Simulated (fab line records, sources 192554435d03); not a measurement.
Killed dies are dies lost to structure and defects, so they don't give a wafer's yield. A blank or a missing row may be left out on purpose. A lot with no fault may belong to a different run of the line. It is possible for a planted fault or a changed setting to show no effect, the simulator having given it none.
Matching of chambers | flow n5-finfet | N5_MOL_CONTACT_COAG_ETCHBACK_134 on rie-diel-06: 4 sister chambers
The step etches SiO2 in CHF3, target depth 10 nm, time 6.7 s. 8 wafers are shown with their chamber, then 8 later ones without.

WAFERS WITH THEIR CHAMBER
wafer  | chamber | rf-vpp-V (V) | throttle-valve-pct (%)
L078.6 | 2       | 528          | 18.91
L079.2 | 2       | 528          | 18.89
L079.4 | 1       | 516          | 19.00
L084.5 | 1       | 516          | 19.02
L086.5 | 3       | 502          | 18.59
L091.1 | 3       | 503          | 18.61
L091.6 | 0       | 561          | 18.27
L092.3 | 0       | 558          | 18.27

WAFERS WITHOUT THEIR CHAMBER
wafer  | rf-vpp-V (V) | throttle-valve-pct (%)
L092.4 | 502          | 18.60
L092.5 | 559          | 18.26
L093.2 | 528          | 18.96
L093.4 | 558          | 18.26
L093.5 | 528          | 18.96
L096.1 | 527          | 18.98
L096.2 | 558          | 18.28
L096.3 | 504          | 18.64

EACH ONE'S CHAMBER
wafer  | from the rows above | in truth
L092.4 | 3                   | 3
L092.5 | 0                   | 0
L093.2 | 2                   | 2
L093.4 | 0                   | 0
L093.5 | 2                   | 2
L096.1 | 2                   | 2
L096.2 | 0                   | 0
L096.3 | 3                   | 3
Correctly placed: 8 of 8. Not placeable from these rows: 0. Number placed wrongly: 0.
How it was worked out, from the rows above alone: a wafer's distance from a chamber is the root of the sum, over the readings, of the square of ((its reading less the chamber's mean) divided by the reading's scatter). The wafer belongs to the nearest chamber; if the next one is less than 2 further off, it can't be placed. A chamber's mean is the mean of its shown wafers. How the scatter is found: for the shown wafers, subtract from each reading the mean of its chamber, square and add these, divide the total by (wafers less chambers), then take the root.
